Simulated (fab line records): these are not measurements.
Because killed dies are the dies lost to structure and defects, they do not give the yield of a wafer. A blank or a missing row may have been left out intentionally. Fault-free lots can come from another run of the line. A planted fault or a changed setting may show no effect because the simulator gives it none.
Comparing a struck lot with a sound one -- flow n5Finfet -- 44 out of 1938 route steps
Sound: wafers L340.2, L340.3, L340.5. Struck: wafer L355.3 (left out: L355.2, a lot-mate that was not struck); the cause follows at the end.
Each step with rows lists, per side, the tool, then ch with its chambers, then its first start. Under that, the readings that differ: sound wafers -- struck wafers -- difference of the means -- sigmas: that difference in standard deviations of wafers without a fault.
alike: readings whose means differ by less than 2 such deviations, and words and numbers that are the same on both sides. not compared: withheld readings, readings that some wafer has no value for, bounds like >300 that may hide the same value, and numbers for which the record gives no deviation and whose values overlap.
The two part at a step that has a row with sigmas, a row that says differs or no value, or rows on one side only. When numbers do not overlap yet have no deviation, they are printed without sigmas and do not part them. A reading missing from all wafers of one side parts the sides only when that side holds two or more wafers.

N5_BEOL_M4_STRIP_36: strips in N2/H2.
  sound on rieDiel-06 ch 1,2, day 7 20:14; struck on rieDiel-05 ch 3, day 12 18:12
reading,sound,struck,difference,sigmas
chamberPressureMTorr (mTorr),20.03 20.04 19.98,19.91,-0.11,-3
  alike: drypumpMotorCurrentA, oesProductAu, rfVppV, showerheadPlenumPTorr, throttleValvePct
  not compared: rfHoursCounterH
N5_BEOL_M4_TRENCH_ETCH_37: etches SiOC in C4F6/O2, target depth 55.555 nm, time 29.2 s.
  sound: rieDiel-06 ch 1,2; struck: rieDiel-05 ch 3
reading,sound,struck,difference,sigmas
oesProductAu (a.u.),0.70 0.67 0.71,0.83,+0.14,+2
  alike: O2_flow_sccm, biasW, chamberPressureMTorr, drypumpMotorCurrentA, rfVppV, showerheadPlenumPTorr, throttleValvePct
  not compared: rfHoursCounterH
then, 1 step without rows for these wafers: N5_BEOL_M4_ETCH_41 (etches SiCN in CH3F/O2, target depth 29.9 nm, time 52.5 s).
N5_BEOL_M4_STRIP_97: strips in N2/H2, time 10 s.
  sound: rieDiel-06 ch 1,2; struck: rieDiel-05 ch 3
  alike: chamberPressureMTorr, drypumpMotorCurrentA, oesProductAu, rfVppV, showerheadPlenumPTorr, throttleValvePct
  not compared: rfHoursCounterH
N5_BEOL_M4_OCD_MEAS_38:
  struck on ocd-01, day 12 18:23; sound on ocd-02, day 7 20:26
  alike: trenchDepthNm
then, 4 steps without rows for these wafers: N5_BEOL_M4_HM_STRIP_39 (strips TiN in peroxide tin strip, target depth 25 nm, time 158 s); N5_BEOL_M4_SRD_40 (time 30 s); N5_BEOL_M4_PRECLEAN_42 (cleans in residue remover, time 60 s); N5_BEOL_M4_SRD_43 (time 30 s).
N5_BEOL_M4_CD_MEAS_35: target cd 18 nm, target cd y 22.4 nm.
  struck on cdSem-03, day 12 18:32; sound on cdSem-01, day 7 20:35
  alike: cdNm
then, 2 steps without rows for these wafers: N5_BEOL_M4_DEGAS_44 (time 60 s); N5_BEOL_M4_PRE_CLEAN_45 (time 30 s).
N5_BEOL_M4_ALD_84: deposits TaN, pulse time 2 s, purge time 3 s, co reactant purge time 2 s.
  sound on aldMetal-04 ch 0,1,3, day 7 20:57; struck on aldMetal-02 ch 2, day 12 18:57
reading,sound,struck,difference,sigmas
aldCycles,30 30 30,35,+5,
  alike: heaterPowerOuterW, heaterPowerW, precursorVesselPressureTorr
  not compared: sinceWetCleanH
then, 6 steps without rows for these wafers: N5_BEOL_M4_SURFACE_TREAT_85; N5_BEOL_M4_CVD_47 (deposits Co from CCTBA/H2, target thk 3 nm, time 223.8 s); N5_BEOL_M4_SPUTTER_48 (material Cu, target thk 4.5 nm, time 8.29 s); N5_BEOL_M4_ANNEAL_49 (time 240 s); N5_BEOL_M4_SPUTTER_79 (material Cu, target thk 4.5 nm, time 8.29 s); N5_BEOL_M4_ANNEAL_80 (time 240 s).
N5_BEOL_M4_SPUTTER_81: material Cu, target thk 4.5 nm, time 8.29 s.
  struck on pvdSputter-03, day 12 19:58; sound on pvdSputter-02, day 7 22:01
  alike: chuckGasFlowSccm, throttleValvePct
then, 4 steps without rows for these wafers: N5_BEOL_M4_ANNEAL_82 (time 240 s); N5_BEOL_M4_SPUTTER_86 (material Cu, target thk 4.5 nm, time 8.29 s); N5_BEOL_M4_ANNEAL_87 (time 240 s); N5_BEOL_M4_SPUTTER_88 (material Cu, target thk 4.5 nm, time 8.29 s).
N5_BEOL_M4_ANNEAL_89: time 240 s.
  struck on pvdSputter-03, day 12 20:29; sound on pvdSputter-02, day 7 22:32
  alike: heaterPowerW
then, 10 steps without rows for these wafers: N5_BEOL_M4_SPUTTER_90 (material Cu, target thk 4.5 nm, time 8.29 s); N5_BEOL_M4_ANNEAL_91 (time 240 s); N5_BEOL_M4_SPUTTER_92 (material Cu, target thk 4.5 nm, time 8.29 s); N5_BEOL_M4_ANNEAL_93 (time 240 s); N5_BEOL_M4_SPUTTER_94 (material Cu, target thk 4.5 nm, time 8.29 s); N5_BEOL_M4_ANNEAL_95 (time 240 s); N5_BEOL_M4_SPUTTER_96 (material Cu, target thk 4.5 nm, time 8.29 s); N5_BEOL_M4_ECD_50 (material Cu, target thk 300 nm); N5_BEOL_M4_ANNEAL_51 (time 90 s); N5_BEOL_M4_CMP_52 (polishes, stops on SiOC, t overpolish 6.8 s, target thk 40 nm).
N5_BEOL_M4_THK_MEAS_53: measures by xrf.
  struck on filmMetro-02, day 12 22:04; sound on filmMetro-02, day 8 00:07
  alike: M4_THK
then, 4 steps without rows for these wafers: N5_BEOL_M4_PRE_CLEAN_60 (time 15 s); N5_BEOL_M4_CO_CAP_55 (material Co, precursor CCTBA/H2, target thk 2 nm, time 102.1 s); N5_BEOL_M4_PRE_CLEAN_56 (time 15 s); N5_BEOL_M4_DEP_57 (deposits SiCN from 3MS/NH3, target thk 8 nm, time 14 s).
N5_BEOL_M4_RS_MEAS_58: the measuring method here is four-point-probe.
  struck on filmMetro-01, day 12 22:20; sound on filmMetro-02, day 8 00:23
  alike: M4_RS
N5_BEOL_M4_INSPECT_59: inspects for defects (darkfield).
  struck on defectInspect-02, day 12 22:22; sound on defectInspect-01, day 8 00:25
  alike: rawDefectCount
N5_BEOL_M4_RC_MEAS_101:
  sound on prober-02 ch 0, day 8 00:35; struck on prober-01 ch 0, day 12 22:32
reading,sound,struck,difference,sigmas
CHAIN_V3 (ohm/link),229 239 235,260,+26,+3
CHAIN_V3_max_site (ohm/link),241 248 241,271,+28,+3
  alike: DIBL_N, DIBL_P, IOFF_N, IOFF_P, ION_N, ION_P, SS_N, SS_P, VT_N, VT_P
-- the record jumps here: 4 days lie between the struck wafers' starts before and after (it left off in module BEOL_M4 and takes up again in module PASSIVATION, whose first step shown is number 1936 of the route) --
N5_PASSIVATION_PROBE_49:
  struck on prober-02, day 17 04:44; sound on prober-01, day 12 10:31
reading,sound,struck,difference,sigmas
defectLimitedYield (%),93.8 92.5 94.7,89.9,-3.8,-3
killed_at_M0_to_M3,20 21 23,47,+26,+2
killedDies,73 88 62,119,+45,+3
sort_bin_5_function (%),3.8 3.6 3.3,5.9,+2.3,+2
sortNPass,1107 1092 1118,1061,-45,-2
sortYieldPct (%),93.8 92.5 94.7,89.9,-3.8,-3
  alike: killed_at_M4_up, killedAtContacts, killedAtFrontEnd, killedAtOther, killedOpen, killedShort, sort_bin_6_memory, sort_bin_8_speed

WHERE THEY PART
At N5_BEOL_M4_STRIP_36 first; at N5_PASSIVATION_PROBE_49 last (within this record only).

WHY: what had been put in by the simulator
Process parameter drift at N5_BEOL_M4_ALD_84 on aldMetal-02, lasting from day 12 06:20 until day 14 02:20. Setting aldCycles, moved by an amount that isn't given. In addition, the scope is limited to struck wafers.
